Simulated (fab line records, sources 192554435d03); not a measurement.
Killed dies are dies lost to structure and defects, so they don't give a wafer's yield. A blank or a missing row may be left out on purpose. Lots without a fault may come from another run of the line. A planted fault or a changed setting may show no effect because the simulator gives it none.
Split-lot experiment | flow n5_finfet | 7 lots, 39 wafers read, on a route of 1938 steps

THE SPLIT
At N5_FIN_SAQP_FIN_ETCH_36 (etches the open film in HBr/Cl2/O2, target depth 120 nm, time 50.4 s), the setting icp_w was moved away from the recipe's 800 W on 18 of the 39 wafers read, by -13.2% to +16.7%. The other wafers ran this setting at the recipe's value.

FROM THE SPLIT TO THE READING: what the file shows between them, 3 steps
- N5_FIN_SAQP_PRECLEAN_38: cleans in O3/DIW, time 45 s
- N5_FIN_SAQP_PRECLEAN_45: cleans in dHF, time 10 s
- N5_FIN_SAQP_SRD_39: time 30 s

THE READING
trench_depth_nm, in nm, at N5_FIN_SAQP_OCD_MEAS_76. Fault-free wafers of this fab line usually give 119.8 nm, standard deviation 1.8 nm.

wafer  | tool, chamber at the split | icp_w as run, W | against the recipe | trench_depth_nm, nm | against lot-mates on the recipe
L079.1 | rie_si-02, 0               | 731.3           | -8.6%              | 115.3               | -5.5
L079.2 | rie_si-02, 1               | 800             | recipe             | 121.1               | -
L079.3 | rie_si-02, 2               | 800             | recipe             | 119.0               | -
L079.4 | rie_si-02, 3               | 731.3           | -8.6%              | 117.7               | -3.1
L079.5 | rie_si-02, 0               | 731.3           | -8.6%              | 115.0               | -5.8
L079.6 | rie_si-02, 1               | 800             | recipe             | 122.3               | -
L084.1 | rie_si-01, 1               | 933.4           | +16.7%             | 128.5               | +9.1
L084.2 | rie_si-01, 3               | 800             | recipe             | 117.3               | -
L084.3 | rie_si-01, 2               | 800             | recipe             | 119.9               | -
L084.4 | rie_si-01, 0               | 933.4           | +16.7%             | 128.5               | +9.1
L084.5 | rie_si-01, 3               | 933.4           | +16.7%             | 126.8               | +7.4
L084.6 | rie_si-01, 2               | 800             | recipe             | 121.1               | -
L090.1 | rie_si-01, 1               | 711.2           | -11.1%             | 113.8               | -4.8
L090.2 | rie_si-01, 0               | 800             | recipe             | 119.1               | -
L090.3 | rie_si-01, 3               | 800             | recipe             | 118.1               | -
L090.4 | rie_si-01, 2               | 711.2           | -11.1%             | 112.9               | -5.7
L090.5 | rie_si-01, 3               | 800             | recipe             | 118.6               | -
L090.6 | rie_si-01, 2               | 711.2           | -11.1%             | 112.7               | -5.9
L091.3 | rie_si-01, 2               | 800             | recipe             | 119.4               | -
L091.4 | rie_si-01, 3               | 800             | recipe             | 118.1               | -
L091.6 | rie_si-01, 2               | 800             | recipe             | 119.3               | -
L093.1 | rie_si-01, 0               | 800             | recipe             | 120.3               | -
L093.2 | rie_si-01, 3               | 800             | recipe             | 117.2               | -
L093.3 | rie_si-01, 1               | 871.1           | +8.9%              | 125.2               | +6.9
L093.4 | rie_si-01, 2               | 800             | recipe             | 117.5               | -
L093.5 | rie_si-01, 1               | 871.1           | +8.9%              | 124.9               | +6.6
L093.6 | rie_si-01, 2               | 871.1           | +8.9%              | 123.2               | +4.9
L094.1 | rie_si-01, 3               | 730.1           | -8.7%              | 113.7               | -5.0
L094.2 | rie_si-01, 1,0             | 800             | recipe             | 119.8               | -
L094.3 | rie_si-01, 2               | 730.1           | -8.7%              | 113.0               | -5.7
L094.4 | rie_si-01, 1,0             | 800             | recipe             | 119.5               | -
L094.5 | rie_si-01, 1               | 730.1           | -8.7%              | 114.8               | -3.9
L094.6 | rie_si-01, 2               | 800             | recipe             | 116.8               | -
L097.1 | rie_si-01, 3               | 694.2           | -13.2%             | 110.4               | -11.0
L097.2 | rie_si-01, 1               | 800             | recipe             | 122.4               | -
L097.3 | rie_si-01, 2               | 694.2           | -13.2%             | 111.0               | -10.4
L097.4 | rie_si-01, 0               | 800             | recipe             | 121.4               | -
L097.5 | rie_si-01, 3               | 694.2           | -13.2%             | 111.7               | -9.7
L097.6 | rie_si-01, 0               | 800             | recipe             | 120.4               | -
Where a row lists several chambers, the file gives one row for several wafers and doesn't say which wafer went through which chamber.

THE FIT
A straight line over all 39 wafers: trench_depth_nm changes by +0.552 nm for each +1% of icp_w; r = +0.95; the points scatter about the line by 1.4 nm.
The same after taking each lot's own level away (the mean of its wafers on the recipe; 39 wafers): +0.591 nm for each +1%; r = +0.96; scatter 1.4 nm.
On that fit, the largest move of icp_w shifts the reading by 9.9 nm.
The lots' own levels span 118.33 to 121.40 nm, that is 1.7 times the standard deviation above.
So the lot-to-lot level changes the slope little: the two slopes agree.
Check: with one of the wafers moved furthest among these (+16.7%) left out of the fit, the line predicts +9.88 nm for it against its lot-mates. It came out at +9.07 nm against them.

THE WHOLE CHAIN: every reading that the file lists as answering this split, in the file's order
step                    | what it does                                                         | reading                                                                    | change (the file's fit)               | r (the file's)
N5_FIN_SAQP_FIN_ETCH_36 | etches the open film in HBr/Cl2/O2, target depth 120 nm, time 50.4 s | FIN_SAQP.feature_depth_nm (the simulator's own value, which no gauge read) | +0.585 nm for each +1% of the setting | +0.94
N5_FIN_SAQP_FIN_ETCH_36 | etches the open film in HBr/Cl2/O2, target depth 120 nm, time 50.4 s | etch.depth_nm (the simulator's own value, which no gauge read)             | +0.587 nm for each +1% of the setting | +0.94
N5_FIN_SAQP_OCD_MEAS_76 |                                                                      | trench_depth_nm                                                            | +0.594 nm for each +1% of the setting | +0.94

THE FILE'S OWN FIT
trench_depth_nm changes by +0.594 nm for each +1% of icp_w, r = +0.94.
